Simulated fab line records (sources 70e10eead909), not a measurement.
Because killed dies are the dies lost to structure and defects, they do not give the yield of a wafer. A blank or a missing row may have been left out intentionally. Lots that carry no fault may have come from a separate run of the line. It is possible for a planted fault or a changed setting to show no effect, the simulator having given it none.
Which tool is to blame? / flow nandHarc / 11 lots, 33 wafers sampled, at 5 steps of a route of 1159

== WHAT EACH GAUGE READ, for each wafer ==
NHARC_END_SORT_01.
lot=L990; measured=day 19 14:54; on=prober-02; defectLimitedYield (%)=95.7 95.4 96.5
lot=L995; measured=day 21 07:10; on=prober-01; defectLimitedYield (%)=94.1 93.1 91.6
lot=L102; measured=day 23 02:31; on=prober-02; defectLimitedYield (%)=93.4 93.1 92.9
lot=L103; measured=day 23 20:14; on=prober-01; defectLimitedYield (%)=97.0 95.1 95.1

== WHAT TOOL EACH LOT RAN ON (gives the tool, then ch and the chambers of the sampled wafers, and finally the start) ==
lot=L987; NHARC_P_M0_ETCH_34=rieDiel-07 ch 0,1,3, day 5 15:11; NHARC_P_M0_ETCH_15=rieDiel-07 ch 1,2,3, day 5 17:05 or earlier; NHARC_P_M0_CMP_23=cmp-04 ch 0,1, day 5 17:05; NHARC_P_M1_SOFTBAKE_04=lithoTrack-06 ch 0, day 5 18:00
lot=L990; NHARC_P_M0_ETCH_34=rieDiel-03 ch 0,1,3, day 6 14:37; NHARC_P_M0_ETCH_15=rieDiel-03 ch 1,2,3, day 6 16:33 or earlier; NHARC_P_M0_CMP_23=cmp-03 ch 0,2,3, day 6 16:33; NHARC_P_M1_SOFTBAKE_04=lithoTrack-04 ch 0, day 6 17:00
lot=L992; NHARC_P_M0_ETCH_34=rieDiel-12 ch 0,3, day 7 04:56; NHARC_P_M0_ETCH_15=rieDiel-12 ch 1,2, day 7 06:56 or earlier; NHARC_P_M0_CMP_23=cmp-01 ch 0,1,2, day 7 06:56; NHARC_P_M1_SOFTBAKE_04=lithoTrack-04 ch 0, day 7 08:00
lot=L993; NHARC_P_M0_ETCH_34=rieDiel-07 ch 0,1,2, day 7 10:50; NHARC_P_M0_ETCH_15=rieDiel-07 ch 0,1,3, day 7 12:47 or earlier; NHARC_P_M0_CMP_23=cmp-04 ch 0,2,3, day 7 12:47; NHARC_P_M1_SOFTBAKE_04=lithoTrack-04 ch 0, day 7 14:00
lot=L995; NHARC_P_M0_ETCH_34=rieDiel-12 ch 0,1,3, day 7 20:43; NHARC_P_M0_ETCH_15=rieDiel-12 ch 0,3, day 7 22:40 or earlier; NHARC_P_M0_CMP_23=cmp-04 ch 0,2, day 7 22:40; NHARC_P_M1_SOFTBAKE_04=lithoTrack-04 ch 0, day 8 00:00
lot=L102; NHARC_P_M0_ETCH_34=rieDiel-07 ch 0,3, day 9 16:50; NHARC_P_M0_ETCH_15=rieDiel-07 ch 0,1, day 9 18:47 or earlier; NHARC_P_M0_CMP_23=cmp-01 ch 0,2,3, day 9 18:47; NHARC_P_M1_SOFTBAKE_04=lithoTrack-01 ch 0, day 9 20:00
lot=L103; NHARC_P_M0_ETCH_34=rieDiel-07 ch 0,2,3, day 10 04:57; NHARC_P_M0_ETCH_15=rieDiel-07 ch 1,2,3, day 10 06:52 or earlier; NHARC_P_M0_CMP_23=cmp-01 ch 0,2, day 10 06:52; NHARC_P_M1_SOFTBAKE_04=lithoTrack-06 ch 0, day 10 08:00
lot=L106; NHARC_P_M0_ETCH_34=rieDiel-12 ch 0,1,3, day 10 14:31; NHARC_P_M0_ETCH_15=rieDiel-12 ch 0,2,3, day 10 16:33 or earlier; NHARC_P_M0_CMP_23=cmp-01 ch 1,3, day 10 16:33; NHARC_P_M1_SOFTBAKE_04=lithoTrack-01 ch 0, day 10 17:00
lot=L107; NHARC_P_M0_ETCH_34=rieDiel-07 ch 0,1,3, day 10 23:58; NHARC_P_M0_ETCH_15=rieDiel-07 ch 0,2,3, day 11 01:57 or earlier; NHARC_P_M0_CMP_23=cmp-03 ch 0,2,3, day 11 01:57; NHARC_P_M1_SOFTBAKE_04=lithoTrack-01 ch 0, day 11 03:00
lot=L108; NHARC_P_M0_ETCH_34=rieDiel-12 ch 0,1, day 11 01:11; NHARC_P_M0_ETCH_15=rieDiel-12 ch 1,2, day 11 03:11 or earlier; NHARC_P_M0_CMP_23=cmp-03 ch 0,1,3, day 11 03:11; NHARC_P_M1_SOFTBAKE_04=lithoTrack-01 ch 0, day 11 04:00
lot=L110; NHARC_P_M0_ETCH_34=rieDiel-07 ch 0,1,2, day 11 12:47; NHARC_P_M0_ETCH_15=rieDiel-07 ch 0,2,3, day 11 14:45 or earlier; NHARC_P_M0_CMP_23=cmp-01 ch 1,2, day 11 14:45; NHARC_P_M1_SOFTBAKE_04=lithoTrack-01 ch 0, day 11 16:00
- NHARC_P_M0_ETCH_34: etches the open film in N2/H2, target depth 40 nm, overetch 12 nm, time 43.94 s.
- NHARC_P_M0_ETCH_15: etches the open film in C4F8/Ar, target depth 150 nm, overetch 15 nm, time 82.5 s.
- NHARC_P_M0_CMP_23: polishes, t overpolish 20 s, target thk 117.53 nm.
- NHARC_P_M1_SOFTBAKE_04: time 55 s.

== THE ANSWER, worked out from the rows above alone ==
Rule: usual is defined by the lots themselves. The widest of any qualifying gaps counts: lots, ordered by their means at a reading, are off when they make up no more than a third of the lots, leave a main group of 4 or more, and stand apart from it by 3 or more times the standard deviation of that group's means. The tables above print the reading to a certain number of digits; a main group whose means all agree to those digits is not used. A lot without any number at a reading at which 4 lots or more have one is off too. All remaining lots with rows at the step are treated as sound.
Nothing can be told from this: no lot is off at any reading shown.

== WHAT THE SIMULATOR HAD INSERTED ==
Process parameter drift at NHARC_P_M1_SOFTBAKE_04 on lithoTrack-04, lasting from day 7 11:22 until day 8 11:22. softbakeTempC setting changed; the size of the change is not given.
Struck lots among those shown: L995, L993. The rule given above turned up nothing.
